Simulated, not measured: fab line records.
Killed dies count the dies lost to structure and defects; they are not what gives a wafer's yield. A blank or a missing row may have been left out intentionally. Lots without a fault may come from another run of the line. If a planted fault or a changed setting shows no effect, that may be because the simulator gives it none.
Comparing a struck lot with a sound one :: flow nandHarc :: 36 out of 1302 route steps
Sound: these wafers, L682.1, L682.2, L682.6. Struck: wafers L692.4, L692.6. (L692.1 of the same lot was not struck and is left out.) The cause comes at the end.
For every step that has rows: the tool of each side, followed by ch and its chambers, followed by its first start. Under that, the readings that differ: sound wafers :: struck wafers :: difference of the means :: sigmas: that difference in standard deviations of wafers without a fault.
alike: same words and numbers on both sides, and readings whose means sit less than 2 such deviations apart. not compared: any withheld reading, any reading some wafer has no value for, any bound like >300 that may hide the same value, and any number with overlapping values for which the record gives no deviation.
A row with sigmas, a row that says differs or no value, or rows on one side alone: a step with any of these is where the two part. Numbers that don't overlap but have no deviation are shown without sigmas and don't part them. A reading missing from all wafers of one side parts the sides only when that side holds two or more wafers.

first, 1 step without rows for these wafers: NHARC_A_WL_FILL_ALD_10 (deposits SiO2, target thk 50 nm, pulse time 10 s, ald cycles 500).
NHARC_A_WL_FILL_ETCHBACK_16: etches the open film in C4F8/O2/Ar, target depth 120 nm, time 24 s.
  sound on rieDiel-02 ch 2,3; struck on rieDiel-12 ch 0,1
  alike: chamberPressureMTorr, oesProductAu, rfFwdPowerW, rfVppV
  not compared: rfHoursCounterH
NHARC_A_WL_FILL_STRIP_29: strips in O2, time 20 s.
  sound on rieDiel-02 ch 2,3, day 21 11:20; struck on rieDiel-12 ch 1,2, day 25 18:59
reading: showerheadPlenumPTorr (Torr)
sound: 3.72 3.70 3.72
struck: 3.58 3.40
difference: -0.22
sigmas: -2
  alike: chamberPressureMTorr, drypumpMotorCurrentA, o2FlowSccm, oesProductAu, rfVppV, throttleValvePct
  not compared: rfHoursCounterH
NHARC_A_WL_FILL_ETCHBACK_17: etches the open film in Cl2/BCl3, target depth 4 nm, time 26.7 s.
  sound on rieMetal-03 ch 0,1, day 21 11:25; struck on rieMetal-01 ch 0,1, day 25 19:05
  alike: chamberPressureMTorr, drypumpMotorCurrentA, oesProductAu
  not compared: rfHoursCounterH
then, 3 steps without rows for these wafers: NHARC_A_WL_FILL_PRECLEAN_18 (cleans in dHF, time 30 s); NHARC_A_WL_FILL_SRD_21; NHARC_A_WL_FILL_CVD_23 (deposits poly-Si, target thk 40 nm, time 800 s).
NHARC_A_WL_FILL_ETCHBACK_26: etches the open film in HBr, target depth 52 nm, time 13.3 s.
  sound on rieSi-01 ch 0,2, day 21 16:34; struck on rieSi-03 ch 1, day 26 00:16
  alike: chamberPressureMTorr, drypumpMotorCurrentA, oesProductAu, rfFwdPowerW, throttleValvePct
  not compared: rfHoursCounterH
then, 3 steps without rows for these wafers: NHARC_A_WL_FILL_PRECLEAN_30 (cleans in dHF, time 10 s); NHARC_A_WL_FILL_SRD_14; NHARC_A_WL_FILL_ALD_19 (deposits TiN, target thk 2 nm, pulse time 3 s, ald cycles 100).
NHARC_A_WL_FILL_CVD_20: deposits W, target thk 100 nm, time 74 s.
  sound on cvdW-01 ch 0,1, day 21 17:10; struck on cvdW-02 ch 1, day 26 00:46
  alike: heaterPowerW, throttleValvePct
  not compared: sinceWetCleanH
then, 15 steps without rows for these wafers: NHARC_A_WL_FILL_CMP_12 (polishes, t overpolish 30 s, target thk 100 nm); NHARC_A_WL_FILL_SRD_31; NHARC_A_CONTACT_DEP_24 (deposits SiO2, target thk 500 nm); NHARC_A_CONTACT_DEP_28 (deposits aC, target thk 7000 nm); NHARC_A_CONTACT_DEP_29 (deposits SiON, target thk 100 nm); NHARC_A_CONTACT_DEHYDRATE_32 (time 120 s); NHARC_A_CONTACT_HMDS_33 (time 30 s); NHARC_A_CONTACT_COAT_34 (time 75 s); NHARC_A_CONTACT_COAT_35 (time 65 s); NHARC_A_CONTACT_COAT_36 (resist thk 90 nm); NHARC_A_CONTACT_SOFTBAKE_37 (time 55 s); NHARC_A_CONTACT_EBR_38; NHARC_A_CONTACT_EXPOSE_39 (exposes mask A CC 3); NHARC_A_CONTACT_PEB_40 (peb time 65 s); NHARC_A_CONTACT_DEVELOP_41 (develop time 35 s).
NHARC_A_CONTACT_CD_MEAS_42: the cd target is 300 nm.
  sound on cdSem-01 ch 0, day 22 02:26; struck on cdSem-03 ch 0, day 26 10:37
  alike: cdNm
NHARC_A_CONTACT_OVL_MEAS_43:
  sound: overlay-02 at day 22 02:31; struck: overlay-01 at day 26 10:42
  alike: overlayXNm, overlayYNm
then, 1 step without rows for these wafers: NHARC_A_CONTACT_DESCUM_47 (chemistry O2, time 3 s).
NHARC_A_CONTACT_ETCH_48: etches the open film in CF4, target depth 39 nm, time 65 s.
  sound on rieDiel-08 ch 1,2, day 22 02:44; struck on rieDiel-08 ch 0, day 26 10:53
reading: showerheadPlenumPTorr (Torr)
sound: 1.88 1.90 1.90
struck: 1.72 1.72
difference: -0.17
sigmas: -2
  alike: chamberPressureMTorr, drypumpMotorCurrentA, oesProductAu, rfFwdPowerW, rfVppV, throttleValvePct
  not compared: rfHoursCounterH
then, 4 steps without rows for these wafers: NHARC_A_CONTACT_ETCH_49 (etches the open film in N2/H2, target depth 260 nm, time 475.3 s); NHARC_A_CONTACT_ETCH_50 (etches the open film in CF4/CHF3, target depth 121 nm, time 60.5 s); NHARC_A_CONTACT_ETCH_51 (etches the open film in O2/COS, target depth 7000 nm, time 1820 s); NHARC_A_CONTACT_ETCH_111 (etches the open film in C4F8/O2/Ar, time 140 s, target depth 700 nm).
-- jump in the record: it breaks off in module A_CONTACT and resumes in module END (first step shown: number 1302 of the route), and 3 days separate the struck wafers' starts before and after --
NHARC_END_SORT_01:
  at this point the record logs the struck wafers (prober-02 ch 0, day 29 15:57) and has no rows for the sound ones

== WHERE THEY PART ==
First at NHARC_A_WL_FILL_STRIP_29; last, within this record, at NHARC_END_SORT_01.

WHY: the cause the simulator had injected
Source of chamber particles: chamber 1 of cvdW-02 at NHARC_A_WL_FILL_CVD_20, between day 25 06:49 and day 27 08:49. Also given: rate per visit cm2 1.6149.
